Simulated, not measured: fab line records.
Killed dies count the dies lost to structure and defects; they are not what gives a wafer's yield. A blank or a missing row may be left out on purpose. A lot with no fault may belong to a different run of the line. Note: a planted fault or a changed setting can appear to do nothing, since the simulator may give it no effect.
Chamber matching ; flow n5-finfet ; 4 sister chambers for N5_HKMG_FIN_STRIP_34 on rie-diel-01
The step strips in CF4. 8 wafers are shown with their chamber, then 10 later ones without.

EACH WAFER AND ITS CHAMBER
wafer;chamber;drypump-motor-current-A (A);showerhead-plenum-p-Torr (Torr)
L075.5;2;5.3;1.70
L082.6;2;5.3;1.91
L085.5;3;6.3;1.76
L087.4;0;5.7;1.81
L087.5;0;5.8;1.81
L087.6;1;5.1;1.90
L089.3;3;6.3;1.76
L089.4;1;5.1;1.90

WAFERS MISSING THEIR CHAMBER
wafer;drypump-motor-current-A (A);showerhead-plenum-p-Torr (Torr)
L089.6;5.3;1.90
L091.2;5.3;1.90
L091.3;6.3;1.76
L091.4;5.1;1.90
L094.2;6.3;1.76
L094.4;5.7;1.81
L094.5;5.1;1.90
L097.1;5.8;1.80
L097.2;5.1;1.90
L097.5;5.8;1.80

EACH ONE'S CHAMBER
wafer;from the rows above;in truth
L089.6;2;2
L091.2;2;2
L091.3;3;3
L091.4;1;1
L094.2;3;3
L094.4;0;0
L094.5;1;1
L097.1;0;0
L097.2;1;1
L097.5;0;0
Placed correctly: 10 of 10. Left unplaced by these rows: 0. 0 placed wrongly.
How it was worked out, from the rows above alone: a wafer's distance from a chamber is the root of the sum, over the readings, of the square of ((its reading less the chamber's mean) divided by the reading's scatter). If the next closest chamber is less than 2 further off than the closest, the wafer can't be placed; otherwise it belongs to the closest. Each chamber's mean is taken over the wafers shown for it. The scatter is the square root of a quotient: the sum, over the shown wafers, of each reading's squared deviation from its chamber's mean, divided by wafers minus chambers.
